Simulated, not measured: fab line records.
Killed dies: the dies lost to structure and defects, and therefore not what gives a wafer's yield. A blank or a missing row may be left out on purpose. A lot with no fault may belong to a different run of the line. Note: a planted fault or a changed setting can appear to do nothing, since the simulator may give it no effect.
A lot that was struck, set against a sound lot / flow n5Finfet / 37 steps out of a route of 1938
Sound: the wafers L980.1, L980.2, L980.6. Struck: wafers L987.3, L987.5. (L987.6 of the same lot was not struck and is left out.) The cause comes at the end.
Each step with rows lists, per side, the tool, then ch with its chambers, then its first start. Under that, the readings that differ: sound wafers / struck wafers / difference of the means / sigmas: that difference in standard deviations of wafers without a fault.
alike: same words and numbers on both sides, and readings whose means sit less than 2 such deviations apart. not compared: any withheld reading, any reading some wafer has no value for, any bound like >300 that may hide the same value, and any number with overlapping values for which the record gives no deviation.
The two part at a step that has a row with sigmas, a row that says differs or no value, or rows on one side only. When numbers do not overlap yet have no deviation, they are printed without sigmas and do not part them. A reading that every wafer of one side lacks parts them only if that side has two wafers or more.

first, 9 steps without rows for these wafers: N5_BEOL_M4_ANNEAL_95 (time 240 s); N5_BEOL_M4_SPUTTER_96 (material Cu, target thk 4.5 nm, time 8.29 s); N5_BEOL_M4_ECD_50 (material Cu, target thk 300 nm); N5_BEOL_M4_ANNEAL_51 (time 90 s); N5_BEOL_M4_CMP_52 (polishes, stops on SiOC, t overpolish 6.8 s, target thk 40 nm); N5_BEOL_M4_PRE_CLEAN_60 (time 15 s); N5_BEOL_M4_CO_CAP_55 (material Co, precursor CCTBA/H2, target thk 2 nm, time 102.1 s); N5_BEOL_M4_PRE_CLEAN_56 (time 15 s); N5_BEOL_M4_DEP_57 (deposits SiCN from 3MS/NH3, target thk 8 nm, time 14 s).
N5_BEOL_M4_RC_MEAS_101:
  sound on prober-01 ch 0, day 9 20:46; struck on prober-02 ch 0, day 12 02:12
reading=ION_N (uA/um); sound=668 642 665; struck=706 676; difference=+33; sigmas=+2
reading=ION_P (uA/um); sound=452 442 454; struck=478 462; difference=+21; sigmas=+2
  alike: DIBL_N, DIBL_P, IOFF_N, IOFF_P, SS_N, SS_P, VT_N, VT_P
then, 24 steps without rows for these wafers: N5_BEOL_M5_ILD_DEP_00 (deposits SiCOH lowk from DEMS/porogen, target thk 140.64 nm, time 25.9 s); N5_BEOL_M5_CURE_79 (cures SiCOH lowk, time 240 s); N5_BEOL_M5_PECVD_70 (deposits SiO2 from TEOS/O2, target thk 16 nm, time 18 s); N5_BEOL_M5_HM_DEP_02 (deposits TiN, target thk 20 nm); N5_BEOL_M5_COAT_59 (time 60 s, resist thk 60 nm); N5_BEOL_M5_COAT_60 (time 60 s, resist thk 12 nm); N5_BEOL_M5_COAT_71 (time 60 s, resist thk 5 nm); N5_BEOL_M5_COAT_05 (resist thk 30 nm); N5_BEOL_M5_EBR_07; N5_BEOL_M5_SOFTBAKE_06 (time 60 s); N5_BEOL_M5_EXPOSE_08 (exposes mask M5, target cd 28 nm); N5_BEOL_M5_PEB_09 (peb time 60 s); N5_BEOL_M5_DEVELOP_10 (develop time 30 s); N5_BEOL_M5_DESCUM_16 (chemistry O2, time 7 s); N5_BEOL_M5_ETCH_72 (etches underlayer in N2/H2, target depth 6.5 nm, time 5.2 s); N5_BEOL_M5_ETCH_61 (etches SiARC in CF4, target depth 15.6 nm, time 26 s); N5_BEOL_M5_ETCH_62 (etches SOC in N2/H2, target depth 75 nm, overetch 15 nm, time 112.5 s); N5_BEOL_M5_STRIP_63 (strips in N2/H2); N5_BEOL_M5_STRIP_73 (strips in N2/H2); N5_BEOL_M5_STRIP_64 (strips in CF4); N5_BEOL_M5_HM_OPEN_17 (chemistry Cl2/BCl3, target TiN, target depth 20 nm, overetch 6 nm); N5_BEOL_M5_STRIP_19 (strips in O2); N5_BEOL_M5_COAT_65 (time 60 s, resist thk 60 nm); N5_BEOL_M5_COAT_66 (time 60 s, resist thk 12 nm).
-- a jump in the record: the struck wafers' starts before and after are 2 days apart (it breaks off in module BEOL_M5 and resumes in module BEOL_M10, where the first step shown is number 1524 of the route) --
N5_BEOL_M10_ALD_74: deposits TaN, target thk 2 nm, pulse time 2 s, purge time 3 s.
  sound on aldMetal-03 ch 0,3, day 12 03:08; struck on aldMetal-03 ch 0,1, day 14 06:44
reading=aldCycles; sound=40 40 40; struck=22 22; difference=-18; sigmas=
reading=susceptorTempC (C); sound=275.07 275.05 275.02; struck=- -; difference=no value on the struck wafers; sigmas=
reading=model.TaN_of_BEOL_M10_ALD_74.thkNm (nm); sound=2 2 2; struck=1 1.2; difference=-1; sigmas=
  alike: heaterPowerW
-- a jump in the record: the struck wafers' starts before and after are 2 days apart (it breaks off in module BEOL_M10 and resumes in module BEOL_M15, where the first step shown is number 1830 of the route) --
N5_BEOL_M15_RC_MEAS_101:
  sound on prober-02 ch 0, day 14 00:17; struck on prober-02 ch 0, day 16 11:07
reading=COMB_M10 (S/m); sound=1.9e-11 1.3e-11 1.8e-11; struck=7.8e-11 8.8e-11; difference=+6.6e-11; sigmas=+21
reading=COMB_M10_max_site (S/m); sound=3e-11 1.6e-11 2.5e-11; struck=9.8e-11 1.37e-10; difference=+9.4e-11; sigmas=+18
reading=SERP_M10 (ohm/um); sound=3.01 3.13 3.07; struck=2.84 2.78; difference=-0.26; sigmas=-3
reading=SERP_M12 (ohm/um); sound=0.671 0.636 0.673; struck=0.641 0.603; difference=-0.038; sigmas=-2
  alike: COMB_M11, COMB_M12, COMB_M13, COMB_M14, COMB_M15, COMB_M5, COMB_M6, COMB_M7, COMB_M8, COMB_M9, SERP_M11, SERP_M13, SERP_M14, SERP_M14_max_site, SERP_M5, SERP_M6, SERP_M7, SERP_M7_max_site, SERP_M8, SERP_M9
N5_PASSIVATION_PROBE_49:
  the record has rows for the struck wafers here (prober-01, day 17 06:19) and none for the sound ones

== WHERE THEY PART ==
Earliest at N5_BEOL_M4_RC_MEAS_101; latest, in this record, at N5_PASSIVATION_PROBE_49.

WHY: the cause the simulator had injected
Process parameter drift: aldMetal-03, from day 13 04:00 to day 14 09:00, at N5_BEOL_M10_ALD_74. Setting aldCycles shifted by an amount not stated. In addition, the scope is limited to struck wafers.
